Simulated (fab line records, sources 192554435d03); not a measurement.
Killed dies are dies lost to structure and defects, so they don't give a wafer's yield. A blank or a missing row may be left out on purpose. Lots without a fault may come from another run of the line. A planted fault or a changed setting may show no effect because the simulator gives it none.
fab line records | flow n5_finfet | part 2 of 2: steps 22 to 32 of 32
record lots=5 wafers=15 last_day=16
route steps=1938 shown SD_EPI_N@290 SD_EPI_P@295
lots that met no fault: from a run of the same line without faults
start_h: hours from the record's first day to the start of the lot's first wafer shown | wait_h: hours since the lot's step before | " the same as in the row above | L1.1+2: a row that stands for several wafers | - no value, or no start given | * or withheld: withheld | < > ~ a bound
route shown NAME@n: a module of which the file shows steps, and the number in the route of the first | usual: mean/standard deviation of fault-free wafers | same: alike in all rows | chamber/n: place in a boat | sites: the reading at each site | _std_site: their standard deviation | _edge_site: outer sites' mean less inner sites' | radius_mm: how far each site lies from the wafer's centre | mask NAME#n: copy n | behind: the tool/chamber that last shaped the wafer | hold: why the lot was held/for how many hours/how that ended | device: the transistor (n, p or np) that didn't switch | end of line: the same wafers' tests at the end of the route | a step without rows: its recipe alone | killed: dies lost to structure and defects at the first sort, not the wafer's yield | map: a wafer's dies, x killed, . not, _ none there
set.NAME: the setting as run; set.NAME@STEP: as run at that earlier step | model.NAME: the simulator's own value behind a step, which no gauge read
lots at some steps of the route; a table a step, a row a wafer
services: from which hour (start_h, from the record's first day; less than 0 if before it) a tool's chamber was out of use, for how many hours, and why
## steps
# step N5_SD_EPI_P_ETCH_47
# recipe chemistry=CH3F/O2 target=SiOCN target_depth_a=250 mask_material=SOC ion_energy_ev=60 bias_w=29 pressure_mtorr=30 source_w=410 Ar_flow_sccm=150 CH3F_flow_sccm=30 O2_flow_sccm=20
# usual drypump_motor_current_A=5.7/0.31 oes_product_au=0.78/0.084 rf_vpp_V=128.1/2.2 showerhead_plenum_p_Torr=1.99/0.071 throttle_valve_pct=16.36/0.21
# columns lot.wafer tool chamber start_h wait_h drypump_motor_current_A oes_product_au rf_hours_counter_h rf_vpp_V showerhead_plenum_p_Torr throttle_valve_pct
L080.1 rie_diel-05 3 89.39 0.1 6.1 0.67 240 130.8 1.89 16.78
L080.4 " 2 " " 5.6 0.92 31 127.5 2.04 16.11
L080.5 " 2 " " 5.6 0.91 - 128.1 2.04 16.12
L085.2 rie_diel-03 0 129.18 0.1 5.4 0.73 181 129.1 1.98 16.40
L085.3 " 1 " " 6.2 0.74 173 127.8 1.91 16.48
L085.6 " 1 " " 6.3 0.73 - 127.9 1.91 16.49
L088.1 rie_diel-06 1 138.04 0.1 5.9 0.74 158 128.9 2.08 16.39
L088.3 " 3 " " 5.8 0.93 25 125.6 2.05 16.45
L088.5 " 2 " " 5.5 0.70 - 125.3 1.97 16.20
L093.2 rie_diel-03 2 168.54 0.1 5.5 0.94 3 129.2 2.14 16.13
L093.5 " 2 " " 5.5 0.95 - 129.8 2.14 16.14
L093.6 " 3 " " 5.2 0.75 - 125.3 2.01 16.45
L095.1 rie_diel-05 0 180.53 0.1 5.8 0.78 146 124.6 1.92 16.54
L095.4 " 3 " " 6.1 0.91 13 130.5 2.13 16.33
L095.6 " 0 " " 5.9 0.77 - 126.2 1.92 16.54
# step N5_SD_EPI_P_ETCH_16
# recipe chemistry=CHF3/O2 target=SiO2 target_depth_a=50 mask_material=SOC pressure_mtorr=30 source_w=650 bias_w=170 Ar_flow_sccm=200 CHF3_flow_sccm=50 O2_flow_sccm=5 ion_energy_ev=200
# usual drypump_motor_current_A=5.7/0.31 oes_product_au=0.78/0.084 rf_vpp_V=527/8.8 showerhead_plenum_p_Torr=2.40/0.082 throttle_valve_pct=18.95/0.21
# columns lot.wafer tool chamber start_h wait_h drypump_motor_current_A oes_product_au rf_hours_counter_h rf_vpp_V showerhead_plenum_p_Torr throttle_valve_pct
L080.1 rie_diel-05 3 89.49 0.1 6.1 0.67 241 533 2.28 19.39
L080.4 " 2 " " 5.6 0.91 31 524 2.46 18.72
L080.5 " 2 " " 5.6 0.90 - 522 2.45 18.72
L085.2 rie_diel-03 0 129.28 0.1 5.4 0.73 181 532 2.39 18.98
L085.3 " 1 " " 6.2 0.73 173 527 2.31 19.07
L085.6 " 1 " " 6.2 0.74 - 528 2.31 19.06
L088.1 rie_diel-06 1 138.14 0.1 5.9 0.74 158 533 2.51 19.00
L088.3 " 3 " " 5.8 0.93 25 517 2.46 19.06
L088.5 " 2 " " 5.5 0.70 - 522 2.38 18.74
L093.2 rie_diel-03 2 168.64 0.1 5.5 0.94 3 532 2.57 18.76
L093.5 " 2 " " 5.5 0.94 - 532 2.57 18.76
L093.6 " 3 " " 5.2 0.75 - 515 2.42 19.04
L095.1 rie_diel-05 0 180.63 0.1 5.8 0.78 146 516 2.32 19.12
L095.4 " 3 " " 6.2 0.91 13 544 2.56 18.99
L095.6 " 0 " " 5.9 0.77 - 516 2.32 19.15
# step N5_SD_EPI_P_STRIP_50
# recipe chemistry=CHF3/O2 resist=SiARC rf_frequency_hz=6e+07
# columns lot.wafer tool chamber start_h wait_h
L080.1+4+5 rie_diel-05 3,2,2 89.53 0.0
L085.2+3+6 rie_diel-03 0,1,1 129.32 0.0
L088.1+3+5 rie_diel-06 1,3,2 138.18 0.0
L093.2+5+6 rie_diel-03 2,2,3 168.68 0.0
L095.1+4+6 rie_diel-05 0,3,0 180.67 0.0
# step N5_SD_EPI_P_SD_RECESS_17
# recipe chemistry=HBr/Cl2/O2 target_depth_a=391 bt_time_s=3 pressure_mtorr=10 icp_w=800 bias_w=112 HBr_flow_sccm=150 Cl2_flow_sccm=80 O2_flow_sccm=12
# usual drypump_motor_current_A=5.7/0.48 oes_product_au=1.008/0.015 throttle_valve_pct=37.0/0.32
# columns lot.wafer tool chamber start_h wait_h drypump_motor_current_A oes_product_au rf_hours_counter_h throttle_valve_pct
L080.1 rie_si-06 1 89.57 0.0 6.7 1.017 106 36.6
L080.4 " 3 " " 5.5 1.014 66 37.0
L080.5 " 2 " " 5.0 1.029 - 37.4
L085.2 rie_si-04 3 129.35 0.0 5.7 0.996 118 37.6
L085.3 " 0 " " 6.0 1.013 182 36.9
L085.6 " 2 " " 5.4 0.998 - 37.0
L088.1 rie_si-06 3 138.21 0.0 5.5 1.023 67 37.0
L088.3 " 0 " " 6.7 1.030 170 37.6
L088.5 " 3 " " 5.5 1.020 - 37.0
L093.2 rie_si-06 2 168.71 0.0 5.0 1.026 21 37.4
L093.5 " 2 " " 5.0 1.028 - 37.4
L093.6 " 1 " " 6.7 1.009 - 36.6
L095.1 rie_si-01 0 180.70 0.0 6.0 1.001 130 36.6
L095.4 " 3 " " 5.5 0.973 116 36.8
L095.6 " 0 " " 6.0 1.006 - 36.5
# step N5_SD_EPI_P_WET_ETCH_45
# recipe chemistry=dHF dilution=withheld time_s=10.7 target=SiO2 target_depth_a=20 temp_c=25 dry=ipa_marangoni rinse_time_s=30 rinse_temp_c=23
# columns lot.wafer tool chamber start_h wait_h
L080.1+4+5 wet_bench-04 0,5,7 89.66 0.1
L085.2+3+6 wet_bench-04 3,6,5 129.45 0.1
L088.1+3+5 wet_bench-04 6,0,3 138.31 0.1
L093.2+5+6 wet_bench-01 5,4,6 168.81 0.1
L095.1+4+6 wet_bench-04 3,1,6 180.80 0.1
# step N5_SD_EPI_P_STRIP_40
# recipe chemistry=N2/H2 power_w=1000 temp_c=250 h2_frac=0.65 overash_fraction=0.3 pressure_mtorr=withheld n2_flow_sccm=1750 h2_flow_sccm=3250
# usual drypump_motor_current_A=5.45/0.13 heater_power_w=346/45 oes_product_au=0.762/0.011
# columns lot.wafer tool chamber start_h wait_h drypump_motor_current_A heater_power_w oes_product_au rf_hours_counter_h
L080.1 plasma_asher-01 1 89.71 0.0 5.62 319 0.774 90
L080.4 " 0 " " 5.36 322 0.758 -
L080.5 " 1 " " 5.62 319 0.767 -
L085.2 plasma_asher-01 0 129.50 0.0 5.34 321 0.775 100
L085.3 " 0 " " 5.32 317 0.767 -
L085.6 " 0 " " 5.37 320 0.745 -
L088.1 plasma_asher-02 0 138.36 0.0 5.50 430 0.760 48
L088.3 " 1 " " 5.30 329 0.746 -
L088.5 " 1 " " 5.31 326 0.775 -
L093.2 plasma_asher-02 1 168.86 0.0 5.32 333 0.773 55
L093.5 " 0 " " 5.50 439 0.738 -
L093.6 " 1 " " 5.33 338 0.783 -
L095.1 plasma_asher-02 1 181.13 0.3 5.31 332 0.742 59
L095.4 " 0 " " 5.49 432 0.760 -
L095.6 " 1 " " 5.35 335 0.754 -
# step N5_SD_EPI_P_PRECLEAN_52
# recipe chemistry=O3/DIW time_s=60 temp_c=22 o3_ppm=10
# columns lot.wafer tool chamber start_h wait_h
L080.1+4+5 wet_bench-05 3,0,6 89.80 -
L085.2+3+6 wet_bench-01 6,5,0 129.58 -
L088.1+3+5 wet_bench-01 5,7,3 138.44 -
L093.2+5+6 wet_bench-04 3,4,1 168.94 -
L095.1+4+6 wet_bench-04 6,7,1 181.21 -
# step N5_SD_EPI_P_SRD_20
# recipe dry=ipa_marangoni do_ppb=5 time_s=30 temp_c=23 rinse_liquid=diw
# columns lot.wafer tool chamber start_h wait_h
L080.1+4+5 wet_bench-05 3,0,6 89.82 0.0
L085.2+3+6 wet_bench-01 6,5,0 129.60 0.0
L088.1+3+5 wet_bench-01 5,7,3 138.46 0.0
L093.2+5+6 wet_bench-04 3,4,1 168.96 0.0
L095.1+4+6 wet_bench-04 6,7,1 181.24 0.0
# step N5_SD_EPI_P_PRECLEAN_51
# recipe chemistry=NF3:NH3 afs_cycles=1 temp_c=30 time_s=20 sublimation_temp_c=180 sublimation_time_s=60 pressure_torr=3 rf_power_w=30
# usual sublimation_temp_c=180.01/0.17
# same sublimation_time_s=60
# columns lot.wafer tool chamber start_h wait_h sublimation_temp_c
L080.1 epi_rpcvd-03 0 89.87 0.0 179.88
L080.4 " 0 " " 179.78
L080.5 " 0 " " 180.01
L085.2 epi_rpcvd-02 0 129.69 0.1 180.09
L085.3 " 0 " " 180.13
L085.6 " 0 " " 180.10
L088.1 epi_rpcvd-04 0 138.51 0.0 180.32
L088.3 " 0 " " 179.92
L088.5 " 0 " " 180.23
L093.2 epi_rpcvd-02 0 169.05 0.1 180.11
L093.5 " 0 " " 180.06
L093.6 " 0 " " 180.01
L095.1 epi_rpcvd-02 0 181.29 0.0 179.84
L095.4 " 0 " " 179.85
L095.6 " 0 " " 179.91
# step N5_SD_EPI_P_VAPOR_ETCH_44
# recipe chemistry=NF3/Ar target=SiGe30 temp_c=25 time_s=3.3 mode=isotropic
# columns lot.wafer tool chamber start_h wait_h
L080.1+4+5 epi_rpcvd-03 0 90.05 0.1
L085.2+3+6 epi_rpcvd-02 0 129.93 0.2
L088.1+3+5 epi_rpcvd-04 0 138.69 0.1
L093.2+5+6 epi_rpcvd-02 0 169.29 0.2
L095.1+4+6 epi_rpcvd-02 0 181.61 0.3
# step N5_SD_EPI_P_EPI_21
# recipe material=SiGe:B dopant=B temp_c=550 pressure_torr=20 ambient=H2 time_s=355
# columns lot.wafer tool chamber start_h wait_h
L080.1+4+5 epi_rpcvd-03 0 90.23 0.1
L085.2+3+6 epi_rpcvd-02 0 130.61 0.6
L088.1+3+5 epi_rpcvd-04 0 138.87 0.1
L093.2+5+6 epi_rpcvd-02 0 169.97 0.6
L095.1+4+6 epi_rpcvd-02 0 181.93 0.3
## services
# columns tool chamber start_h hours kind
ald_sin-02 - 70.28 0.8 pm
rie_si-06 0 74.31 2.6 repair
rie_diel-03 - 76.83 0.6 repair
rie_si-01 2 76.92 11.9 repair
arfi_scanner-02 - 78.05 1.3 pm
rie_diel-06 2 78.81 9.3 repair
rie_si-04 1 93.20 8.0 repair
arfi_scanner-03 - 93.21 0.7 repair
ald_sin-02 1 93.30 6.1 repair
arfi_scanner-01 - 93.35 0.8 pm
ald_sin-01 1 97.47 2.0 repair
rie_diel-03 2 100.80 22.0 repair
arfi_scanner-03 - 104.29 1.1 repair
rie_diel-06 1 113.13 2.7 repair
remote_plasma-02 - 114.44 0.4 repair
arfi_scanner-01 - 121.02 1.3 pm
plasma_asher-02 - 124.50 8.6 repair
rie_diel-05 2 147.57 7.4 repair
wet_bench-05 - 168.33 5.9 repair
arfi_scanner-01 - 172.07 1.0 pm
wet_bench-01 - 178.81 6.6 repair
arfi_scanner-01 - 179.32 1.1 repair
ald_sin-01 - 179.83 6.1 pm
ald_sin-02 0 181.20 4.4 repair
